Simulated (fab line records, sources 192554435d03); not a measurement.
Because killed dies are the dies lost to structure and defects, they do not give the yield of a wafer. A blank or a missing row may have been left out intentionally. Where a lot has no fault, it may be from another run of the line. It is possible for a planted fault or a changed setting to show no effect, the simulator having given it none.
A lot that was struck, set against a sound lot + flow n5 finfet + 36 out of 1938 route steps
Sound: the wafers L906.2, L906.4, L906.5. The struck wafers were L896.1, L896.2, L896.6. Last of all comes the cause.
Order at every step that has rows: each side's tool, ch and its chambers, its first start. Under that, the readings that differ: sound wafers + struck wafers + difference of the means + sigmas: that difference in standard deviations of wafers without a fault.
alike: same words and numbers on both sides, and readings whose means sit less than 2 such deviations apart. not compared: any withheld reading, any reading some wafer has no value for, any bound like >300 that may hide the same value, and any number with overlapping values for which the record gives no deviation.
The two part at a step that has a row with sigmas, a row that says differs or no value, or rows on one side only. When numbers do not overlap yet have no deviation, they are printed without sigmas and do not part them. Lack of a reading on every wafer of one side parts them only where that side has two or more wafers.

first, 9 steps without rows for these wafers: N5_BEOL_M4_ANNEAL_95 (time 240 s); N5_BEOL_M4_SPUTTER_96 (material Cu, target thk 4.5 nm, time 8.29 s); N5_BEOL_M4_ECD_50 (material Cu, target thk 300 nm); N5_BEOL_M4_ANNEAL_51 (time 90 s); N5_BEOL_M4_CMP_52 (polishes, stops on SiOC, t overpolish 6.8 s, target thk 40 nm); N5_BEOL_M4_PRE_CLEAN_60 (time 15 s); N5_BEOL_M4_CO_CAP_55 (material Co, precursor CCTBA/H2, target thk 2 nm, time 102.1 s); N5_BEOL_M4_PRE_CLEAN_56 (time 15 s); N5_BEOL_M4_DEP_57 (deposits SiCN from 3MS/NH3, target thk 8 nm, time 14 s).
N5_BEOL_M4_RC_MEAS_101:
  sound on prober-01 ch 0, day 14 01:10; struck on prober-02 ch 0, day 11 09:36
  alike: DIBL_N, DIBL_P, IOFF_N, IOFF_P, ION_N, ION_P, SS_N, SS_P, VT_N, VT_P
then, 24 steps without rows for these wafers: N5_BEOL_M5_ILD_DEP_00 (deposits SiCOH lowk from DEMS/porogen, target thk 140.64 nm, time 25.9 s); N5_BEOL_M5_CURE_79 (cures SiCOH lowk, time 240 s); N5_BEOL_M5_PECVD_70 (deposits SiO2 from TEOS/O2, target thk 16 nm, time 18 s); N5_BEOL_M5_HM_DEP_02 (deposits TiN, target thk 20 nm); N5_BEOL_M5_COAT_59 (time 60 s, resist thk 60 nm); N5_BEOL_M5_COAT_60 (time 60 s, resist thk 12 nm); N5_BEOL_M5_COAT_71 (time 60 s, resist thk 5 nm); N5_BEOL_M5_COAT_05 (resist thk 30 nm); N5_BEOL_M5_EBR_07; N5_BEOL_M5_SOFTBAKE_06 (time 60 s); N5_BEOL_M5_EXPOSE_08 (exposes mask M5, target cd 28 nm); N5_BEOL_M5_PEB_09 (peb time 60 s); N5_BEOL_M5_DEVELOP_10 (develop time 30 s); N5_BEOL_M5_DESCUM_16 (chemistry O2, time 7 s); N5_BEOL_M5_ETCH_72 (etches underlayer in N2/H2, target depth 6.5 nm, time 5.2 s); N5_BEOL_M5_ETCH_61 (etches SiARC in CF4, target depth 15.6 nm, time 26 s); N5_BEOL_M5_ETCH_62 (etches SOC in N2/H2, target depth 75 nm, overetch 15 nm, time 112.5 s); N5_BEOL_M5_STRIP_63 (strips in N2/H2); N5_BEOL_M5_STRIP_73 (strips in N2/H2); N5_BEOL_M5_STRIP_64 (strips in CF4); N5_BEOL_M5_HM_OPEN_17 (chemistry Cl2/BCl3, target TiN, target depth 20 nm, overetch 6 nm); N5_BEOL_M5_STRIP_19 (strips in O2); N5_BEOL_M5_COAT_65 (time 60 s, resist thk 60 nm); N5_BEOL_M5_COAT_66 (time 60 s, resist thk 12 nm).
-- record jumps: 4 days separate the struck wafers' starts on either side; left off in module BEOL_M5, taken up again in module PASSIVATION, whose first shown step is the route's number 1936 --
N5_PASSIVATION_SPUTTER_20: material TaN, target thk 50 nm.
  sound on pvd sputter-02, day 18 15:44; struck on pvd sputter-01, day 15 13:22
  no value came back on the struck wafers for chamber pressure pa (Pa), substrate temp c (C), throttle valve pct (%); on the sound wafers chamber pressure pa (Pa) reads 0.4000 0.3998 0.4006
N5_PASSIVATION_PROBE_49:
  rows exist in the record for the struck wafers here (prober-01, day 15 19:22), but not for the sound ones

WHERE THEY PART
Earliest at N5_PASSIVATION_SPUTTER_20; latest, in this record, at N5_PASSIVATION_PROBE_49.

WHY: whatever the simulator had introduced
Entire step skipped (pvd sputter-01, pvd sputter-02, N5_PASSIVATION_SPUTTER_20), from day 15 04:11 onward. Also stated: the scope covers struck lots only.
